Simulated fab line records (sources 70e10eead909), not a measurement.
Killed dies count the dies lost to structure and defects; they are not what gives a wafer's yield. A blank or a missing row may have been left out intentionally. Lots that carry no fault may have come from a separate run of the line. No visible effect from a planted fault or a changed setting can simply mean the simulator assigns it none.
fab line records | flow nand_harc
record: lots: 14 | wafers: 42 | last_day: 33
route steps=1302 shown A_CHANNEL_FILL_D2@613
lots that met no fault: from a run of the same line without faults
start_h: the number of hours between the record's first day and the start of the first shown wafer of the lot | wait_h: time in hours since the lot's previous step | " unchanged from the row above | L1.1+2: several wafers, shown together as one row | - either no value or no given start | * or withheld: withheld | < > ~ a bound
route shown NAME@n: names a module that has steps shown in the file, with the first one's number in the route | usual: mean/standard deviation taken from wafers without a fault | same: alike in all rows | chamber/n: place in a boat | sites: readings site by site | _std_site: their standard deviation | _edge_site: outer sites' mean less inner sites' | radius_mm: how far each site lies from the wafer's centre | mask NAME#n: copy n | behind: the tool/chamber that last shaped the wafer | hold: why the lot was held/for how many hours/how that ended | device: which transistor (n, p or np) failed to switch | end of line: the same wafers' tests at the end of the route | a step given without rows: its recipe and nothing more | killed: not the wafer's yield, but the dies lost to structure and defects at the first sort | map: dies across one wafer; x = killed, . = not, _ = none there
set.NAME: the setting the step ran with; set.NAME@STEP: the setting that earlier step ran with | model.NAME: the simulator's own value behind a step, which no gauge read
steps of the route over a sample of lots; a table a step, a row a wafer
services: the hour from which a tool's chamber was out of use, counted from the record's first day as start_h (under 0 if before that day), plus the number of hours and why
== steps ==
step: NHARC_A_CHANNEL_FILL_D2_ALD_03
recipe: target_thk_a: 60 | pulse_time_s: 60 | ald_cycles: 58 | temp_c: 630 | pressure_torr: 2 | material: SiNx
usual: precursor_pulse_height_rel: 1.001/0.02
lot.wafer | tool             | chamber | start_h | wait_h | precursor_pulse_height_rel
L194.1    | ald_sin_batch-01 | 0       | -       | -      | 1.000
L194.3    | "                | 0       | "       | "      | 0.994
L194.4    | "                | 0       | "       | "      | 0.991
L195.1    | ald_sin_batch-01 | 0       | -       | -      | 1.006
L195.5    | "                | 0       | "       | "      | 0.980
L195.6    | "                | 0       | "       | "      | 0.969
L197.1    | ald_sin_batch-02 | 0       | -       | -      | 0.984
L197.4    | "                | 0       | "       | "      | 1.037
L197.6    | "                | 0       | "       | "      | 0.972
L196.2    | ald_sin_batch-01 | 0       | -       | -      | 0.972
L196.3    | "                | 0       | "       | "      | 0.967
L196.6    | "                | 0       | "       | "      | 1.032
L203.2    | ald_sin_batch-03 | 0       | -       | -      | 1.044
L203.3    | "                | 0       | "       | "      | 1.013
L203.6    | "                | 0       | "       | "      | 1.005
L204.1    | ald_sin_batch-02 | 0       | -       | -      | 1.017
L204.2    | "                | 0       | "       | "      | 0.998
L204.4    | "                | 0       | "       | "      | 0.956
L205.3    | ald_sin_batch-02 | 0       | -       | -      | 1.012
L205.4    | "                | 0       | "       | "      | 0.981
L205.6    | "                | 0       | "       | "      | 1.005
L206.1    | ald_sin_batch-02 | 0       | -       | -      | 1.013
L206.3    | "                | 0       | "       | "      | 1.007
L206.5    | "                | 0       | "       | "      | 0.989
L207.3    | ald_sin_batch-02 | 0       | -       | -      | 1.028
L207.4    | "                | 0       | "       | "      | 0.995
L207.6    | "                | 0       | "       | "      | 0.958
L208.1    | ald_sin_batch-03 | 0       | -       | -      | 1.004
L208.4    | "                | 0       | "       | "      | 0.951
L208.5    | "                | 0       | "       | "      | 1.025
L210.2    | ald_sin_batch-02 | 0       | -       | -      | 0.969
L210.3    | "                | 0       | "       | "      | 0.998
L210.4    | "                | 0       | "       | "      | 0.962
L211.1    | ald_sin_batch-02 | 0       | -       | -      | 0.998
L211.4    | "                | 0       | "       | "      | 1.004
L211.6    | "                | 0       | "       | "      | 0.981
L212.4    | ald_sin_batch-02 | 0       | -       | -      | 0.979
L212.5    | "                | 0       | "       | "      | 1.019
L212.6    | "                | 0       | "       | "      | 1.024
L213.2    | ald_sin_batch-02 | 0       | -       | -      | 0.984
L213.4    | "                | 0       | "       | "      | 1.027
L213.6    | "                | 0       | "       | "      | 0.994
step: NHARC_A_CHANNEL_FILL_D2_ALD_14
recipe: target_thk_a: 25 | pulse_time_s: 10 | ald_cycles: 25 | temp_c: 300 | material: SiO2
usual: heater_power_w: 475/40 | precursor_pulse_height_rel: 0.999/0.018
lot.wafer | tool      | chamber | start_h | wait_h | heater_power_w | precursor_pulse_height_rel
L194.3    | ald_hk-01 | 3       | 349.52  | 0.0    | 458            | 1.000
L194.4    | "         | 0       | "       | "      | 452            | 1.015
L194.1    | "         | 1       | "       | "      | 483            | 0.988
L195.1    | ald_hk-04 | 3       | 353.69  | 0.0    | 526            | 0.954
L195.5    | "         | 3       | "       | "      | 506            | 1.004
L195.6    | "         | 0       | "       | "      | 505            | 0.999
L197.4    | ald_hk-01 | 0       | 369.61  | 0.1    | 459            | 0.989
L197.1    | "         | 1       | "       | "      | 486            | 0.971
L197.6    | "         | 0       | "       | "      | 455            | 0.969
L196.2    | ald_hk-01 | 1       | 384.56  | 0.3    | 476            | 1.017
L196.3    | "         | 2       | "       | "      | 427            | 0.998
L196.6    | "         | 1       | "       | "      | 473            | 0.992
L203.3    | ald_hk-01 | 2       | 436.56  | 0.1    | 436            | 1.015
L203.2    | "         | 0       | "       | "      | 460            | 1.010
L203.6    | "         | 1       | "       | "      | 471            | 1.008
L205.3    | ald_hk-01 | 2       | 459.83  | 3.3    | 442            | 1.029
L205.4    | "         | 0       | "       | "      | 465            | 0.989
L205.6    | "         | 1       | "       | "      | 484            | 1.019
L204.4    | ald_hk-01 | 2       | 460.01  | 3.5    | 433            | 1.011
L204.1    | "         | 3       | "       | "      | 456            | 1.031
L204.2    | "         | 0       | "       | "      | 478            | 1.005
L207.3    | ald_hk-01 | 2       | 468.26  | 0.0    | 438            | 0.991
L207.4    | "         | 3       | "       | "      | 460            | 0.994
L207.6    | "         | 3       | "       | "      | 465            | 0.990
L206.3    | ald_hk-01 | 0       | 468.48  | 0.3    | 459            | 1.000
L206.1    | "         | 2       | "       | "      | 432            | 1.006
L206.5    | "         | 0       | "       | "      | 467            | 1.005
L208.4    | ald_hk-02 | 1       | 485.78  | 0.1    | 479            | 1.028
L208.1    | "         | 3       | "       | "      | 527            | 1.036
L208.5    | "         | 1       | "       | "      | 478            | 1.031
L211.4    | ald_hk-02 | 3       | 514.17  | 0.0    | 538            | 1.026
L211.1    | "         | 2       | "       | "      | 406            | 1.013
L211.6    | "         | 3       | "       | "      | 525            | 0.989
L210.4    | ald_hk-01 | 3       | 514.17  | 0.0    | 468            | 0.973
L210.3    | "         | 0       | "       | "      | 441            | 1.012
L210.2    | "         | 2       | "       | "      | 416            | 1.007
L212.4    | ald_hk-02 | 3       | 531.07  | 0.1    | 539            | 0.999
L212.5    | "         | 2       | "       | "      | 412            | 0.958
L212.6    | "         | 3       | "       | "      | 529            | 0.999
L213.2    | ald_hk-01 | 1       | 531.08  | 0.1    | 457            | 1.008
L213.4    | "         | 3       | "       | "      | 472            | 0.989
L213.6    | "         | 1       | "       | "      | 447            | 0.992
step: NHARC_A_CHANNEL_FILL_D2_ANNEAL_17
recipe: temp_c: 850 | time_s: 1800
usual: spike_tc_bottom_C: 869/5.1 | spike_tc_centre_C: 849.2/1.3 | spike_tc_lower_C: 850.9/0.95 | tube_center_temp_C: 850/0.081 | zone_power_lower_pct: 16.5/1.3
lot.wafer | tool       | chamber | start_h | wait_h | spike_tc_bottom_C | spike_tc_centre_C | spike_tc_lower_C | tube_center_temp_C | zone_power_lower_pct
L194.1    | furnace-08 | 0       | 357.53  | -      | 871               | 850.8             | 852.4            | 850.13             | 17.5
L194.3    | "          | 0       | "       | "      | 872               | 848.6             | 852.4            | 849.98             | 17.8
L194.4    | "          | 0       | "       | "      | 873               | 847.9             | 850.5            | 849.94             | 17.4
L195.1    | furnace-08 | -       | 361.72  | -      | -                 | -                 | -                | -                  | -
L195.5    | "          | -       | "       | "      | -                 | -                 | -                | -                  | -
L195.6    | "          | -       | "       | "      | -                 | -                 | -                | -                  | -
L197.1    | furnace-05 | -       | 378.06  | -      | -                 | -                 | -                | -                  | -
L197.4    | "          | -       | "       | "      | -                 | -                 | -                | -                  | -
L197.6    | "          | -       | "       | "      | -                 | -                 | -                | -                  | -
L196.2    | furnace-08 | 0       | 395.41  | -      | 871               | 848.5             | 850.8            | 850.1              | 17.5
L196.3    | "          | 0       | "       | "      | 871               | 848.8             | 852.4            | 849.92             | 17.6
L196.6    | "          | 0       | "       | "      | 873               | 848.1             | 849.9            | 849.94             | 17.5
L203.2    | furnace-08 | 0       | 444.58  | -      | 870               | 848.9             | 850.5            | 850.08             | 17.7
L203.3    | "          | 0       | "       | "      | 872               | 846.7             | 851.5            | 850.02             | 17.4
L203.6    | "          | 0       | "       | "      | 871               | 849.4             | 850.6            | 850.02             | 17.4
L204.1    | furnace-08 | 0       | 467.78  | -      | 871               | 848.4             | 851.1            | 850.08             | 17.4
L204.2    | "          | 0       | "       | "      | 871               | 848.6             | 850.1            | 849.93             | 17.7
L204.4    | "          | 0       | "       | "      | 872               | 848.6             | 851.1            | 850.04             | 17.8
L205.3    | furnace-08 | 0       | 467.78  | -      | 871               | 849.8             | 850.8            | 850.03             | 17.7
L205.4    | "          | 0       | "       | "      | 872               | 849.7             | 852.3            | 850.02             | 17.6
L205.6    | "          | 0       | "       | "      | 871               | 848.1             | 850.8            | 849.94             | 17.5
L206.1    | furnace-08 | 0       | 476.44  | 2.8    | 870               | 848.9             | 850.5            | 850.14             | 17.9
L206.3    | "          | 0       | "       | "      | 872               | 850.4             | 850.2            | 850.1              | 17.6
L206.5    | "          | 0       | "       | "      | 872               | 848.5             | 850.4            | 849.96             | 17.4
L207.3    | furnace-08 | 0       | 476.44  | 2.7    | 872               | 848.0             | 850.6            | 850                | 17.6
L207.4    | "          | 0       | "       | "      | 871               | 848.0             | 850.3            | 850.03             | 17.4
L207.6    | "          | 0       | "       | "      | 872               | 849.5             | 850.3            | 850.05             | 17.5
L208.1    | furnace-05 | 0       | 495.64  | 3.3    | 862               | 851.9             | 851.6            | 850.02             | 14.9
L208.4    | "          | 0       | "       | "      | 861               | 850.4             | 850.3            | 850.02             | 14.9
L208.5    | "          | 0       | "       | "      | 861               | 851.4             | 850.3            | 850.08             | 15.1
L210.2    | furnace-08 | 0       | 522.32  | -      | 873               | 850.5             | 849.8            | 850.13             | 17.5
L210.3    | "          | 0       | "       | "      | 871               | 847.8             | 853.9            | 849.97             | 17.5
L210.4    | "          | 0       | "       | "      | 872               | 848.6             | 852.1            | 849.84             | 17.5
L211.1    | furnace-08 | 0       | 522.32  | -      | 871               | 848.6             | 851.4            | 850.04             | 17.6
L211.4    | "          | 0       | "       | "      | 872               | 850.9             | 851.3            | 850.14             | 17.6
L211.6    | "          | 0       | "       | "      | 872               | 846.6             | 849.5            | 849.97             | 17.8
L212.4    | furnace-01 | 0       | 539.77  | 3.1    | 876               | 846.3             | 850.8            | 849.89             | 15.2
L212.5    | "          | 0       | "       | "      | 874               | 848.4             | 851.6            | 850.15             | 15.0
L212.6    | "          | 0       | "       | "      | 875               | 847.6             | 849.4            | 849.94             | 15.2
L213.2    | furnace-01 | 0       | 539.77  | 3.4    | 874               | 847.2             | 851.3            | 849.95             | 15.4
L213.4    | "          | 0       | "       | "      | 872               | 848.0             | 851.0            | 850.12             | 15.1
L213.6    | "          | 0       | "       | "      | 873               | 848.2             | 849.2            | 849.99             | 15.0
step: NHARC_A_CHANNEL_FILL_D2_ETCHBACK_19
recipe: target_depth_a: 50 | time_s: 1.7 | hbr_flow_sccm: 150 | cl2_flow_sccm: 50 | rf_w: 400 | icp_w: 400 | bias_w: 100 | chemistry: HBr/Cl2
usual: drypump_motor_current_A: 5.7/0.44 | oes_product_au: 0.997/0.01 | throttle_valve_pct: 26.406/0.0091
lot.wafer | tool      | chamber | start_h | wait_h | drypump_motor_current_A | oes_product_au | rf_hours_counter_h | throttle_valve_pct
L194.3    | rie_si-04 | 1       | 366.08  | 0.4    | 5.9                     | 1.017          | 0.06               | 26.423
L194.1    | "         | 3       | "       | "      | 6.0                     | 1.011          | 0.12               | 26.411
L194.4    | "         | 0       | "       | "      | 5.1                     | 1.009          | 0.11               | 26.411
L195.1    | rie_si-04 | 2       | 370.26  | 0.4    | 5.5                     | 0.994          | 0.10               | 26.409
L195.6    | "         | 3       | "       | "      | 6.1                     | 0.990          | -                  | 26.421
L195.5    | "         | 0       | "       | "      | 5.1                     | 0.998          | -                  | 26.405
L197.1    | rie_si-04 | 2       | 386.60  | 0.4    | 5.5                     | 0.990          | 0.16               | 26.399
L197.4    | "         | 3       | "       | "      | 6.0                     | 0.992          | 0.20               | 26.401
L197.6    | "         | 2       | "       | "      | 5.4                     | 0.986          | -                  | 26.391
L196.3    | rie_si-05 | 0       | 403.92  | 0.4    | 5.4                     | 0.999          | 0.61               | 26.412
L196.2    | "         | 3       | "       | "      | 5.6                     | 1.006          | 0.47               | 26.393
L196.6    | "         | 1       | "       | "      | 5.7                     | 1.005          | -                  | 26.415
L203.2    | rie_si-04 | 1       | 453.06  | 0.4    | 5.9                     | 1.013          | 0.57               | 26.416
L203.3    | "         | 2       | "       | "      | 5.5                     | 0.985          | 0.50               | 26.407
L203.6    | "         | 2       | "       | "      | 5.4                     | 0.990          | -                  | 26.397
L204.4    | rie_si-01 | 0       | 476.24  | 0.4    | 5.8                     | 1.003          | 0.56               | 26.405
L204.2    | "         | 1       | "       | "      | 6.7                     | 0.998          | 0.64               | 26.409
L204.1    | "         | 2       | "       | "      | 5.8                     | 0.991          | 0.54               | 26.402
L205.3    | rie_si-04 | 3       | 476.24  | 0.4    | 6.1                     | 0.997          | 0.66               | 26.410
L205.4    | "         | 1       | "       | "      | 5.9                     | 1.013          | 0.71               | 26.405
L205.6    | "         | 0       | "       | "      | 5.1                     | 0.992          | -                  | 26.409
L207.4    | rie_si-04 | 2       | 484.92  | 0.4    | 5.4                     | 0.990          | 0.62               | 26.414
L207.3    | "         | 3       | "       | "      | 6.0                     | 0.991          | 0.69               | 26.400
L207.6    | "         | 2       | "       | "      | 5.4                     | 0.983          | -                  | 26.405
L206.3    | rie_si-01 | 0       | 484.92  | 0.4    | 5.8                     | 0.997          | 0.59               | 26.389
L206.1    | "         | 2       | "       | "      | 5.8                     | 0.994          | 0.55               | 26.413
L206.5    | "         | 1       | "       | "      | 6.7                     | 0.990          | -                  | 26.413
L208.1    | rie_si-05 | 0       | 504.30  | 0.4    | 5.4                     | 1.008          | 0.07               | 26.404
L208.4    | "         | 2       | "       | "      | 5.5                     | 0.995          | 0.07               | 26.422
L208.5    | "         | 0       | "       | "      | 5.4                     | 1.014          | -                  | 26.403
L210.3    | rie_si-05 | 1       | 530.93  | 0.4    | 5.6                     | 0.989          | 0.19               | 26.416
L210.2    | "         | 2       | "       | "      | 5.5                     | 1.009          | 0.17               | 26.395
L210.4    | "         | 3       | "       | "      | 5.6                     | 0.989          | 0.17               | 26.401
L211.4    | rie_si-01 | 3       | 530.93  | 0.4    | 4.9                     | 0.987          | 0.85               | 26.420
L211.1    | "         | 0       | "       | "      | 5.8                     | 0.993          | 1.03               | 26.400
L211.6    | "         | 3       | "       | "      | 5.0                     | 0.989          | -                  | 26.399
L213.2    | rie_si-05 | 2       | 548.39  | 0.4    | 5.5                     | 0.994          | 0.28               | 26.399
L213.4    | "         | 3       | "       | "      | 5.6                     | 0.995          | 0.34               | 26.393
L213.6    | "         | 2       | "       | "      | 5.5                     | 1.002          | -                  | 26.404
L212.5    | rie_si-04 | 0       | 548.43  | 0.4    | 5.1                     | 0.979          | -                  | 26.396
L212.4    | "         | 1       | "       | "      | 5.9                     | 1.001          | -                  | 26.392
L212.6    | "         | 2       | "       | "      | 5.5                     | 1.000          | -                  | 26.393
== services ==
tool             | chamber | start_h | hours | kind
rie_si-04        | -       | 342.00  | 9.0   | pm
rie_si-01        | 0       | 352.43  | 3.5   | repair
ald_hk-02        | -       | 353.74  | 10.0  | pm
rie_si-01        | -       | 370.00  | 9.0   | pm
rie_si-04        | -       | 371.55  | 0.8   | repair
rie_si-04        | 0       | 404.60  | 3.0   | repair
rie_si-04        | 3       | 413.86  | 1.9   | repair
rie_si-01        | 1       | 419.58  | 2.7   | repair
rie_si-01        | -       | 432.79  | 0.2   | repair
ald_hk-04        | -       | 434.18  | 10.0  | pm
rie_si-04        | -       | 460.27  | 0.4   | repair
rie_si-05        | 0       | 472.12  | 17.4  | repair
ald_hk-01        | -       | 477.16  | 10.0  | pm
furnace-08       | -       | 480.31  | 26.0  | pm
rie_si-05        | -       | 482.00  | 9.0   | pm
ald_hk-04        | -       | 490.52  | 1.6   | repair
rie_si-01        | -       | 500.92  | 0.1   | repair
ald_sin_batch-01 | -       | 509.97  | 26.0  | pm
rie_si-04        | 3       | 510.12  | 1.1   | repair
rie_si-04        | -       | 519.00  | 9.0   | pm
furnace-05       | -       | 519.45  | 15.0  | repair
ald_hk-02        | -       | 531.74  | 10.0  | pm
rie_si-01        | -       | 547.00  | 9.0   | pm
rie_si-04        | 3       | 548.00  | 6.4   | repair
== key ==
first_sign: step: NHARC_A_CHANNEL_FILL_D2_ANNEAL_17 | reading: tool_record | direction: missing
effect none on later readings
met_at NHARC_A_CHANNEL_FILL_D2_ANNEAL_17
struck_lots L195,L197
later_rows_left_out L195.1,L195.5,L195.6,L197.1,L197.4,L197.6
sort_left_out L195.1,L195.5,L195.6,L197.1,L197.4,L197.6
tester_left_out L195,L197
not_acting_at NHARC_A_CHANNEL_FILL_D2_ALD_03,NHARC_A_CHANNEL_FILL_D2_ALD_14,NHARC_A_CHANNEL_FILL_D2_ETCHBACK_19
onset_between 357.53 361.72
fault: kind: skipped_step_whole | tool: furnace-05,furnace-08 | chamber: - | onset_h: 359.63 | steps: NHARC_A_CHANNEL_FILL_D2_ANNEAL_17 | scope: struck_lots_only
tester_left_out: of these lots the tester's yield and bins aren't shown, on N5 and GAA mostly nor the transistor test; their killed dies are dies lost to structure and defects alone, not to doping, threshold or leakage, so they don't give the yield
sort_left_out: the simulated sort isn't trusted on such a fault, so these wafers' sort isn't shown, and their yield isn't known
later_rows_left_out: the simulator's readings of these wafers behind a module that went badly wrong aren't trusted and aren't shown, but for the sort
